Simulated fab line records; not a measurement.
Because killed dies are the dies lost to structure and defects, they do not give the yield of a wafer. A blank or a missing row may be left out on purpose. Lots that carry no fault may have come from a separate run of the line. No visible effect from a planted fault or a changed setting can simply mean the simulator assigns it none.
A lot that was struck, set against a sound lot	flow n5Finfet	19 out of 1938 route steps
Sound: wafers L551.1, L551.3, L551.4. Struck: wafers L553.1, L553.4, L553.5. The cause comes at the end.
Per side, at each step with rows, come the tool, then ch with its chambers, and then its first start. Under that, the readings that differ: sound wafers	struck wafers	difference of the means	sigmas: that difference in standard deviations of wafers without a fault.
alike: same words and numbers on both sides, and readings whose means sit less than 2 such deviations apart. not compared: any withheld reading, any reading some wafer has no value for, any bound like >300 that may hide the same value, and any number with overlapping values for which the record gives no deviation.
Wherever a step has rows on one side only, a row that says differs or no value, or a row with sigmas, the two part there. Numbers that have no deviation but don't overlap get no sigmas and don't part them. A reading missing from all wafers of one side parts the sides only when that side holds two or more wafers.

N5_GATE_CUT_CMP_23: polishes, stops on SiO2, t overpolish 23.4 s, target thk 16 nm.
  sound on cmp-01 ch 0,1,2, day 8 05:47; struck on cmp-03 ch 0,1,3, day 8 12:46
  alike: motorCurrentA, overpolishRunS, timeToEndpointS
N5_GATE_CUT_THK_MEAS_24:
  sound on filmMetro-01 at day 8 06:02; struck on filmMetro-01 at day 8 13:01
  alike: GC_FILL_THK
N5_GATE_CUT_CMP_43: polishes SiO2.
  sound on cmp-04 ch 0,2,3, day 8 06:08; struck on cmp-03 ch 0,1,2, day 8 13:13
  alike: motorCurrentA
N5_GATE_CUT_CMP_61: polishes, stops on SiNx, t overpolish 3 s.
  sound on cmp-04 ch 0,2,3, day 8 06:34; struck on cmp-03 ch 0,1,2, day 8 13:35
  alike: motorCurrentA
N5_GATE_CUT_INSPECT_26: inspects for defects (darkfield).
  sound on defectInspect-01 at day 8 06:46; struck on defectInspect-01 at day 8 13:46
  alike: rawDefectCount
then, 6 steps without rows for these wafers: N5_MOL_CONTACT_COAG_COAT_103 (time 60 s, resist thk 80 nm); N5_MOL_CONTACT_COAG_COAT_104 (time 60 s, resist thk 12 nm); N5_MOL_CONTACT_COAG_COAT_58 (time 60 s, resist thk 10 nm); N5_MOL_CONTACT_COAG_COAT_02 (resist thk 30 nm); N5_MOL_CONTACT_COAG_EBR_04; N5_MOL_CONTACT_COAG_SOFTBAKE_03 (time 60 s).
N5_MOL_CONTACT_COAG_EXPOSE_05: exposes mask CA, defocus 0 nm.
  sound on euvScanner-01 ch 0, day 8 07:04; struck on euvScanner-02 ch 0, day 8 13:56
reading	sound	struck	difference	sigmas
model.MOL_CONTACT_COAG.overlayXNm (nm)	-0.6 -0.6 -0.6	3.4 3.4 3.4	+4.0	
  alike: mask
then, 2 steps without rows for these wafers: N5_MOL_CONTACT_COAG_PEB_06 (peb time 60 s); N5_MOL_CONTACT_COAG_DEVELOP_07 (develop time 30 s).
N5_MOL_CONTACT_COAG_CD_MEAS_08: the cd target is 28 nm.
  sound on cdSem-02 ch 0, day 8 07:12; struck on cdSem-01 ch 0, day 8 14:04
  alike: cdNm
N5_MOL_CONTACT_COAG_OVL_MEAS_09:
  sound on overlay-01 ch 0, day 8 07:14; struck on overlay-02 ch 0, day 8 14:05
reading	sound	struck	difference	sigmas
CA_OVL (nm)	-0.4 -1.2 -0.2	1.7 3.8 2.1	+3.1	+4
N5_MOL_CONTACT_COAG_INSPECT_10: inspects for defects (brightfield).
  sound on defectInspect-01 at day 8 07:17; struck on defectInspect-02 at day 8 14:09
  alike: rawDefectCount
-- a jump in the record: the struck wafers' starts before and after are 3 days apart (it breaks off in module MOL_CONTACT_COAG and resumes in module BEOL_M4, where the first step shown is number 1111 of the route) --
N5_BEOL_M4_RC_MEAS_101:
  sound on prober-01 ch 0, day 11 09:48; struck on prober-01 ch 0, day 12 01:26
  alike: DIBL_N, DIBL_P, IOFF_N, IOFF_P, ION_N, ION_P, SS_N, SS_P, VT_N, VT_P
-- a jump in the record: the struck wafers' starts before and after are 4 days apart (it breaks off in module BEOL_M4 and resumes in module PASSIVATION, where the first step shown is number 1936 of the route) --
N5_PASSIVATION_PROBE_49:
  record: rows for the struck wafers here (prober-02, day 16 11:44), none for the sound ones

== WHERE THEY PART ==
Earliest at N5_MOL_CONTACT_COAG_OVL_MEAS_09; latest, in this record, at N5_PASSIVATION_PROBE_49.

WHY: what had been put in by the simulator
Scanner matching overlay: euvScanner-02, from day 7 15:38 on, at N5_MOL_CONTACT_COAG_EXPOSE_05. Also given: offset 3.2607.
